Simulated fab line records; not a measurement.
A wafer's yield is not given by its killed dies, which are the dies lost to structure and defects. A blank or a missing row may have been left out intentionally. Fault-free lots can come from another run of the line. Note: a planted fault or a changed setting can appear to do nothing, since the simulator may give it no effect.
Matching of chambers / flow nand harc / NHARC_A_STAIRCASE_DESCUM_219 on rie diel-10: 4 sister chambers
The step chemistry O2, time 3 s. 20 wafers are shown with their chamber, then 10 later ones without.

WAFERS PAIRED WITH THEIR CHAMBERS
wafer=L075.1; chamber=2; drypump motor current A (A)=5.9; showerhead plenum p Torr (Torr)=1.80; chamber pressure mTorr (mTorr)=59.97
wafer=L075.4; chamber=0; drypump motor current A (A)=6.3; showerhead plenum p Torr (Torr)=1.92; chamber pressure mTorr (mTorr)=60.09
wafer=L075.5; chamber=2; drypump motor current A (A)=5.9; showerhead plenum p Torr (Torr)=1.80; chamber pressure mTorr (mTorr)=59.81
wafer=L077.3; chamber=0; drypump motor current A (A)=6.3; showerhead plenum p Torr (Torr)=1.92; chamber pressure mTorr (mTorr)=60.03
wafer=L077.4; chamber=1; drypump motor current A (A)=5.2; showerhead plenum p Torr (Torr)=1.85; chamber pressure mTorr (mTorr)=60.03
wafer=L077.6; chamber=2; drypump motor current A (A)=6.0; showerhead plenum p Torr (Torr)=1.80; chamber pressure mTorr (mTorr)=60.05
wafer=L078.1; chamber=1; drypump motor current A (A)=5.2; showerhead plenum p Torr (Torr)=1.85; chamber pressure mTorr (mTorr)=59.88
wafer=L078.4; chamber=3; drypump motor current A (A)=5.6; showerhead plenum p Torr (Torr)=1.84; chamber pressure mTorr (mTorr)=59.95
wafer=L078.6; chamber=2; drypump motor current A (A)=6.0; showerhead plenum p Torr (Torr)=1.80; chamber pressure mTorr (mTorr)=59.99
wafer=L080.4; chamber=1; drypump motor current A (A)=5.2; showerhead plenum p Torr (Torr)=1.85; chamber pressure mTorr (mTorr)=59.98
wafer=L080.5; chamber=1; drypump motor current A (A)=5.2; showerhead plenum p Torr (Torr)=1.85; chamber pressure mTorr (mTorr)=60.06
wafer=L080.6; chamber=0; drypump motor current A (A)=6.3; showerhead plenum p Torr (Torr)=1.92; chamber pressure mTorr (mTorr)=60.03
wafer=L081.2; chamber=2; drypump motor current A (A)=5.9; showerhead plenum p Torr (Torr)=1.80; chamber pressure mTorr (mTorr)=59.95
wafer=L081.5; chamber=0; drypump motor current A (A)=6.3; showerhead plenum p Torr (Torr)=1.92; chamber pressure mTorr (mTorr)=60.00
wafer=L081.6; chamber=3; drypump motor current A (A)=5.6; showerhead plenum p Torr (Torr)=1.84; chamber pressure mTorr (mTorr)=59.91
wafer=L089.1; chamber=2; drypump motor current A (A)=5.9; showerhead plenum p Torr (Torr)=1.79; chamber pressure mTorr (mTorr)=60.07
wafer=L089.2; chamber=0; drypump motor current A (A)=6.2; showerhead plenum p Torr (Torr)=1.91; chamber pressure mTorr (mTorr)=60.08
wafer=L089.3; chamber=1; drypump motor current A (A)=5.2; showerhead plenum p Torr (Torr)=1.84; chamber pressure mTorr (mTorr)=59.97
wafer=L091.3; chamber=2; drypump motor current A (A)=6.0; showerhead plenum p Torr (Torr)=1.79; chamber pressure mTorr (mTorr)=60.07
wafer=L091.4; chamber=3; drypump motor current A (A)=5.6; showerhead plenum p Torr (Torr)=1.83; chamber pressure mTorr (mTorr)=59.96

SIGNATURES, as means of the wafers listed above
reading=drypump motor current A; chamber 0=6.280; chamber 1=5.200; chamber 2=5.943; chamber 3=5.600; scatter within a chamber=0.0396
reading=showerhead plenum p Torr; chamber 0=1.9180; chamber 1=1.8480; chamber 2=1.7971; chamber 3=1.8367; scatter within a chamber=0.00481
reading=chamber pressure mTorr; chamber 0=60.0460; chamber 1=59.9840; chamber 2=59.9871; chamber 3=59.9400; scatter within a chamber=0.0693
Rule: for each reading, subtract the chamber's mean from the wafer's reading, divide by that reading's scatter and square the result; add these up over the readings and take the root, which gives the wafer's distance from the chamber. If the next closest chamber is less than 2 further off than the closest, the wafer can't be placed; otherwise it belongs to the closest. The scatter is the square root of a quotient: the sum, over the shown wafers, of each reading's squared deviation from its chamber's mean, divided by wafers minus chambers.

WAFERS WHOSE CHAMBER IS MISSING
wafer=L091.6; drypump motor current A (A)=6.0; showerhead plenum p Torr (Torr)=1.79; chamber pressure mTorr (mTorr)=60.04
wafer=L094.4; drypump motor current A (A)=5.9; showerhead plenum p Torr (Torr)=1.78; chamber pressure mTorr (mTorr)=60.03
wafer=L094.5; drypump motor current A (A)=5.6; showerhead plenum p Torr (Torr)=1.83; chamber pressure mTorr (mTorr)=59.93
wafer=L094.6; drypump motor current A (A)=6.3; showerhead plenum p Torr (Torr)=1.90; chamber pressure mTorr (mTorr)=60.05
wafer=L096.1; drypump motor current A (A)=6.3; showerhead plenum p Torr (Torr)=1.90; chamber pressure mTorr (mTorr)=60.03
wafer=L096.2; drypump motor current A (A)=5.9; showerhead plenum p Torr (Torr)=1.78; chamber pressure mTorr (mTorr)=60.00
wafer=L096.3; drypump motor current A (A)=5.5; showerhead plenum p Torr (Torr)=1.83; chamber pressure mTorr (mTorr)=60.12
wafer=L095.1; drypump motor current A (A)=5.9; showerhead plenum p Torr (Torr)=1.78; chamber pressure mTorr (mTorr)=59.97
wafer=L095.2; drypump motor current A (A)=6.3; showerhead plenum p Torr (Torr)=1.90; chamber pressure mTorr (mTorr)=60.10
wafer=L095.5; drypump motor current A (A)=5.9; showerhead plenum p Torr (Torr)=1.78; chamber pressure mTorr (mTorr)=60.02

EACH ONE'S CHAMBER
wafer=L091.6; from the rows above=2; in truth=2
wafer=L094.4; from the rows above=2; in truth=2
wafer=L094.5; from the rows above=3; in truth=3
wafer=L094.6; from the rows above=0; in truth=0
wafer=L096.1; from the rows above=0; in truth=0
wafer=L096.2; from the rows above=2; in truth=2
wafer=L096.3; from the rows above=3; in truth=3
wafer=L095.1; from the rows above=2; in truth=2
wafer=L095.2; from the rows above=0; in truth=0
wafer=L095.5; from the rows above=2; in truth=2
Correctly placed: 10 of 10. Number that these rows cannot place: 0. Number placed wrongly: 0.
